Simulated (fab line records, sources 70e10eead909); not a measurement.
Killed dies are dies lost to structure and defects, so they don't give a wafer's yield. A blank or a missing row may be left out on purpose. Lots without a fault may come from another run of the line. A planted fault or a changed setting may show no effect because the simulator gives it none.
Which tool did it? | flow nand_harc | 12 lots, 36 wafers sampled, at 5 steps of a route of 1159

WHAT THE GAUGES READ, wafer by wafer
NHARC_END_SORT_01.
lot  | measured     | on        | defect_limited_yield (%) | killed_at_array | killed_at_other | killed_at_periphery | killed_dies | killed_open | killed_short | sort_bin_2_pct (%) | sort_bin_3_pct (%) | sort_bin_4_pct (%) | sort_n_pass | sort_rim_yield_pct (%) | sort_yield_pct (%)
L612 | day 20 17:01 | prober-02 | 96.2 96.8 95.4           | 22 19 25        | 0 0 0           | 4 3 6               | 26 22 31    | 3 3 3       | 1 1 2        | 1.0 1.0 2.1        | 0.44 0 0           | 2.4 2.2 2.5        | 651 655 646 | 97.2 100.0 95.3        | 96.2 96.8 95.4
L619 | day 23 02:41 | prober-01 | 31.6 36.3 31.0           | 462 430 466     | 0 0 0           | 1 1 1               | 463 431 467 | 3 0 0       | 0 1 0        | 25.7 24.4 26.3     | 4.73 4.73 5.91     | 38.0 34.6 36.8     | 214 246 210 | 33.0 41.5 36.8         | 31.6 36.3 31.0
L624 | day 23 03:21 | prober-02 | 33.2 30.7 33.2           | 449 465 452     | 0 1 0           | 3 3 0               | 452 469 452 | 0 2 2       | 1 0 0        | 27.0 28.5 24.8     | 3.99 4.73 7.24     | 35.7 36.0 34.7     | 225 208 225 | 32.1 30.2 30.2         | 33.2 30.7 33.2
L621 | day 23 10:24 | prober-01 | 92.8 94.2 93.4           | 48 36 45        | 1 0 0           | 0 3 0               | 49 39 45    | 2 1 3       | 0 1 1        | 2.4 1.5 2.5        | 0.44 0.59 0.44     | 4.4 3.7 3.7        | 628 638 632 | 97.2 97.2 95.3         | 92.8 94.2 93.4
L630 | day 25 05:35 | prober-01 | 96.9 96.3 96.0           | 14 19 20        | 0 0 1           | 7 6 6               | 21 25 27    | 3 2 5       | 1 0 2        | 0.7 0.6 0.7        | 0.15 0.15 0.44     | 2.2 3.0 2.8        | 656 652 650 | 96.2 98.1 97.2         | 96.9 96.3 96.0

WHICH TOOL RAN EACH LOT (tool, then ch and the chambers of the sampled wafers, then the start)
lot  | NHARC_A_BONDPAD_CMP_29        | NHARC_THIN_TSV_STRIP_45              | NHARC_THIN_TSV_ANNEAL_52         | NHARC_THIN_TSV_PRE_CLEAN_54
L610 | cmp-02 ch 1,2,3, day 18 02:37 | plasma_asher-01 ch 0,1, day 19 02:10 | rtp_anneal-01 ch 0, day 19 05:08 | pvd_sputter-03, day 19 06:02
L611 | cmp-01 ch 0,2,3, day 18 04:27 | plasma_asher-01 ch 0,1, day 19 01:22 | rtp_anneal-02 ch 0, day 19 04:19 | pvd_sputter-01, day 19 05:08
L612 | cmp-01 ch 1,3, day 19 02:11   | plasma_asher-02 ch 0,1, day 19 20:22 | rtp_anneal-01 ch 0, day 19 23:22 | pvd_sputter-01, day 20 00:08
L608 | cmp-03 ch 0,1,3, day 19 05:11 | plasma_asher-02 ch 0, day 19 22:55   | rtp_anneal-01 ch 0, day 20 07:22 | pvd_sputter-01, day 20 08:16
L614 | cmp-03 ch 1,2,3, day 20 01:44 | plasma_asher-01 ch 0,1, day 21 00:03 | rtp_anneal-01 ch 0, day 21 03:56 | pvd_sputter-01, day 21 04:49
L616 | cmp-02 ch 0,1,3, day 20 02:38 | plasma_asher-01 ch 0,1, day 20 22:25 | rtp_anneal-01 ch 0, day 21 03:20 | pvd_sputter-03, day 21 04:10
L615 | cmp-03 ch 0,1,3, day 20 08:37 | plasma_asher-01 ch 0, day 21 04:04   | rtp_anneal-01 ch 0, day 21 07:04 | pvd_sputter-03, day 21 07:57
L617 | cmp-01 ch 0,1,2, day 21 02:05 | plasma_asher-01 ch 0,1, day 21 19:34 | rtp_anneal-01 ch 0, day 21 22:52 | pvd_sputter-01, day 21 23:45
L619 | cmp-01 ch 0,1,2, day 21 15:55 | plasma_asher-01 ch 0,1, day 22 12:19 | rtp_anneal-01 ch 0, day 22 15:35 | pvd_sputter-03, day 22 16:28
L624 | cmp-01 ch 0,3, day 21 16:53   | plasma_asher-02 ch 0, day 22 13:44   | rtp_anneal-02 ch 0, day 22 16:40 | pvd_sputter-03, day 22 17:33
L621 | cmp-02 ch 0,1,2, day 22 00:07 | plasma_asher-01 ch 0,1, day 22 18:07 | rtp_anneal-01 ch 0, day 22 21:04 | pvd_sputter-03, day 22 21:56
L630 | cmp-02 ch 0,2, day 23 14:46   | plasma_asher-01 ch 0,1, day 24 09:23 | rtp_anneal-01 ch 0, day 24 12:54 | pvd_sputter-01, day 24 13:46
- NHARC_A_BONDPAD_CMP_29: polishes SiCN, target thk 200 nm.
- NHARC_THIN_TSV_STRIP_45: strips in O2.
- NHARC_THIN_TSV_ANNEAL_52: time 90 s.
- NHARC_THIN_TSV_PRE_CLEAN_54: time 30 s.

WHAT THE TOOLS THEMSELVES READ (means of the sampled wafers that have a number; where no wafer has one, the mark that the record gives instead)
NHARC_A_BONDPAD_CMP_29.
lot  | tool   | motor_current_A (A) | retaining_ring_pressure_frac | slurry_filter_dp_kPa (kPa)
L610 | cmp-02 | 11.7                | 0.998                        | 13.43
L611 | cmp-01 | 12.6                | 1.000                        | 13.51
L612 | cmp-01 | 12.3                | 0.999                        | 13.62
L608 | cmp-03 | 12.0                | 1.006                        | 13.58
L614 | cmp-03 | 12.7                | 0.996                        | 13.57
L616 | cmp-02 | 12.2                | 1.003                        | 13.52
L615 | cmp-03 | 12.2                | 1.001                        | 13.39
L617 | cmp-01 | 11.8                | 1.000                        | 13.40
L619 | cmp-01 | 11.8                | 0.998                        | 13.60
L624 | cmp-01 | 12.7                | 1.001                        | 13.46
L621 | cmp-02 | 11.9                | 1.001                        | 13.55
L630 | cmp-02 | 11.8                | 0.998                        | 13.46

NHARC_THIN_TSV_STRIP_45.
lot  | tool            | drypump_motor_current_A (A) | heater_power_w (W) | temp_c (C)
L610 | plasma_asher-01 | 5.5                         | 341                | 249.94
L611 | plasma_asher-01 | 5.9                         | 346                | 250.09
L612 | plasma_asher-02 | 6.0                         | 369                | 249.86
L608 | plasma_asher-02 | 6.4                         | 369                | 249.90
L614 | plasma_asher-01 | 5.5                         | 338                | 249.89
L616 | plasma_asher-01 | 5.5                         | 337                | 250.12
L615 | plasma_asher-01 | 5.2                         | 322                | 249.97
L617 | plasma_asher-01 | 5.9                         | 353                | 250.11
L619 | plasma_asher-01 | 5.8                         | 353                | 250.24
L624 | plasma_asher-02 | 6.4                         | 368                | 250.21
L621 | plasma_asher-01 | 5.8                         | 352                | 249.86
L630 | plasma_asher-01 | 5.5                         | 337                | 249.98

NHARC_THIN_TSV_ANNEAL_52.
lot  | tool          | wafer_temp_C_max
L610 | rtp_anneal-01 | 226.20
L611 | rtp_anneal-02 | 225.67
L612 | rtp_anneal-01 | 225.88
L608 | rtp_anneal-01 | 226.17
L614 | rtp_anneal-01 | 225.83
L616 | rtp_anneal-01 | 226.55
L615 | rtp_anneal-01 | 226.29
L617 | rtp_anneal-01 | 226.19
L619 | rtp_anneal-01 | 226.18
L624 | rtp_anneal-02 | 225.81
L621 | rtp_anneal-01 | 226.12
L630 | rtp_anneal-01 | 225.93

NHARC_THIN_TSV_PRE_CLEAN_54.
lot  | tool           | heater_power_w (W)
L610 | pvd_sputter-03 | 381
L611 | pvd_sputter-01 | 354
L612 | pvd_sputter-01 | 354
L608 | pvd_sputter-01 | 369
L614 | pvd_sputter-01 | 367
L616 | pvd_sputter-03 | 351
L615 | pvd_sputter-03 | 333
L617 | pvd_sputter-01 | 369
L619 | pvd_sputter-03 | 374
L624 | pvd_sputter-03 | 351
L621 | pvd_sputter-03 | 381
L630 | pvd_sputter-01 | 371

THE ANSWER, worked out from the rows above alone
Rule: what is usual is taken from the lots themselves. Put in order of their means at a reading, lots are off if they are a third of the lots or fewer, leave a main group of 4 or more, and stand apart from it by a gap of 3 or more times the standard deviation of the main group's means; of several such gaps the widest counts. A main group whose means are all the same, to the digits that the tables above print for the reading, isn't used. A lot without any number at a reading at which 4 lots or more have one is off too. The other lots that the step has rows for count as sound. The gauges are gone through in route order, then the tools' own readings, and for those a lot's mean is taken as printed above. The first step at which some lot is off is used, and at that step the reading that is off furthest; a lot without a number counts as furthest.
No lot is off at any reading shown: from this, nothing can be told.

WHAT THE SIMULATOR HAD PUT IN
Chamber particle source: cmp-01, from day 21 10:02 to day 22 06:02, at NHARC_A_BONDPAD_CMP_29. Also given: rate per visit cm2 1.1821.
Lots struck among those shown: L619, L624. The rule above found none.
